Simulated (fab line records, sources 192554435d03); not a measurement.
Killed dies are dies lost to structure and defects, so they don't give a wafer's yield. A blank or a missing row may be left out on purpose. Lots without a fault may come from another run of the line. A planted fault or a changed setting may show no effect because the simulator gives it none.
One fault seen from 2 desks | flow n5_finfet | each desk has only its own numbers; what lay behind them comes last

THE METROLOGY DESK
What the gauges read, lot by lot, whatever tool the lot ran on: means of the sampled wafers that have a number. A lot is out of limits, marked OUT, if its mean lies more than 4 standard deviations from the usual mean; the brackets give that distance. Of its 18 readings 7 are shown: the one that was out of limits first, and those that lie furthest out on some lot.
Columns: A = IOFF_P_LIN at N5_BEOL_M4_RC_MEAS_101, usual 0.099 nA/um; B = ION_N at N5_BEOL_M4_RC_MEAS_101, usual 675 uA/um; C = ION_P at N5_BEOL_M4_RC_MEAS_101, usual 463 uA/um; D = REXT_N at N5_BEOL_M4_RC_MEAS_101, usual 75.8 ohm.um; E = REXT_P at N5_BEOL_M4_RC_MEAS_101, usual 99.9 ohm.um; F = VT_P at N5_BEOL_M4_RC_MEAS_101, usual -250.3 mV; G = VT_P_LVT at N5_BEOL_M4_RC_MEAS_101, usual -99.2 mV
lot  | first seen here | A     | B              | C              | D               | E                | F                 | G
L605 | day 9 06:28     | 0.105 | 674            | 462            | 74.6            | 99.0             | -249.6            | -99.6
L608 | day 9 12:20     | 0.090 | 677            | 457            | 73.5            | 101.1            | -251.8            | -100.9
L607 | day 10 06:00    | 0.098 | 671            | 458            | 75.2            | 101.1            | -248.4            | -98.7
L612 | day 10 18:31    | 0.070 | 636 (-4.3) OUT | 436 (-4.7) OUT | 88.5 (+7.1) OUT | 112.4 (+6.0) OUT | -260.0 (-4.2) OUT | -109.8 (-5.3) OUT
L613 | day 11 01:58    | 0.096 | 667            | 454            | 80.9            | 107.8            | -251.6            | -101.2
L615 | day 11 16:56    | 0.069 | 651            | 435 (-4.9) OUT | 85.0 (+5.1) OUT | 110.3 (+5.0) OUT | -258.9            | -107.8 (-4.3) OUT
L623 | day 13 18:05    | 0.107 | 678            | 467            | 78.5            | 98.8             | -248.3            | -97.7
L624 | day 13 23:07    | 0.092 | 668            | 460            | 78.6            | 98.5             | -251.4            | -99.3
L626 | day 14 05:38    | 0.100 | 681            | 465            | 73.9            | 100.4            | -250.6            | -96.2
L628 | day 15 06:20    | 0.103 | 671            | 467            | 78.5            | 103.8            | -249.1            | -99.1
This desk's finding: out of limits on L612, L615; first on L612, day 10 18:31 (ION_N at N5_BEOL_M4_RC_MEAS_101). In limits: L605, L608, L607, L613, L623, L624, L626, L628.

THE TOOL OWNER'S DESK: ald_sin-02
The tool's own readings at N5_SPACER0_ALD_08 (deposits SiNx, target thk 2 nm): means of the sampled wafers that have a number, for each lot that ran on this tool. A lot is out of limits, marked OUT, if its mean lies more than 4 standard deviations from the usual mean; the brackets give that distance.
Columns: A = heater_power_w at N5_SPACER0_ALD_08, usual 831 W
lot  | first seen here | A
L605 | day 2 22:34     | 876
L607 | day 3 14:17     | 820
L612 | day 4 18:37     | 775
L613 | day 5 00:10     | 856
L615 | day 5 11:01     | 782
L628 | day 8 18:32     | 800
This desk's finding: nothing out of limits on any of the 6 lots.

PUT TOGETHER
The metrology desk could have raised an alarm at day 10 18:31, on L612, L615.
The tool owner's desk saw nothing out of limits.
The tool owner's desk has L612, L615 on record, within its limits.
Of the lots named, all ran N5_SPACER0_ALD_08 on ald_sin-02.

WHAT THE SIMULATOR HAD PUT IN
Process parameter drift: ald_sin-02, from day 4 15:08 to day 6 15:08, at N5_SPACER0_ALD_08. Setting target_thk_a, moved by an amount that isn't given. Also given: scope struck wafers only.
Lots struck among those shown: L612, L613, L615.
Hours from the fault's start to each desk's first reading out of limits: the metrology desk, 147.
